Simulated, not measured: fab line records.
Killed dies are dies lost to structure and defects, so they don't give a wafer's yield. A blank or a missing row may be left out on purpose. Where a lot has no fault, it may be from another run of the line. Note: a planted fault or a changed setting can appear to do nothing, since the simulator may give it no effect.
Matching of chambers | flow nandHarc | NHARC_A_WL_FILL_ETCHBACK_26 on rieSi-06: 4 sister chambers
The step etches the open film in HBr, target depth 52 nm, time 13.3 s. 8 wafers are shown with their chamber, then 11 later ones without.

EACH WAFER AND ITS CHAMBER
wafer  | chamber | drypumpMotorCurrentA (A) | oesProductAu (a.u.)
L087.5 | 0       | 6.3                      | 0.991
L089.1 | 3       | 5.3                      | 0.996
L089.2 | 1       | 5.9                      | 0.990
L089.4 | 0       | 6.4                      | 0.996
L090.2 | 2       | 5.4                      | 0.995
L090.3 | 3       | 5.3                      | 0.994
L090.5 | 2       | 5.4                      | 0.999
L093.1 | 1       | 6.0                      | 0.986

WAFERS WHOSE CHAMBER IS MISSING
wafer  | drypumpMotorCurrentA (A) | oesProductAu (a.u.)
L093.4 | 5.4                      | 1.006
L093.6 | 5.4                      | 1.005
L091.4 | 5.3                      | 0.999
L091.5 | 6.3                      | 1.002
L091.6 | 5.3                      | 1.003
L095.1 | 6.3                      | 1.008
L095.3 | 5.3                      | 1.010
L095.6 | 6.3                      | 1.008
L097.1 | 6.3                      | 1.006
L097.2 | 5.4                      | 1.005
L097.4 | 5.3                      | 1.003

THE CHAMBER EACH PASSED THROUGH
wafer  | from the rows above     | in truth
L093.4 | can't be placed: 2 or 3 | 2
L093.6 | can't be placed: 2 or 3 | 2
L091.4 | can't be placed: 3 or 2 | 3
L091.5 | 0                       | 0
L091.6 | can't be placed: 3 or 2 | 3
L095.1 | 0                       | 0
L095.3 | can't be placed: 2 or 3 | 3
L095.6 | 0                       | 0
L097.1 | 0                       | 0
L097.2 | can't be placed: 2 or 3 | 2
L097.4 | can't be placed: 3 or 2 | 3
Correctly placed: 4 of 11. Unplaceable from these rows: 7, with the true chamber sitting among the candidates in 7. Number placed wrongly: 0.
How it was worked out, from the rows above alone: a wafer's distance from a chamber is the root of the sum, over the readings, of the square of ((its reading less the chamber's mean) divided by the reading's scatter). The wafer belongs to the nearest chamber; if the next one is less than 2 further off, it can't be placed. Each chamber's mean is taken over the wafers shown for it. The scatter is the square root of a quotient: the sum, over the shown wafers, of each reading's squared deviation from its chamber's mean, divided by wafers minus chambers.
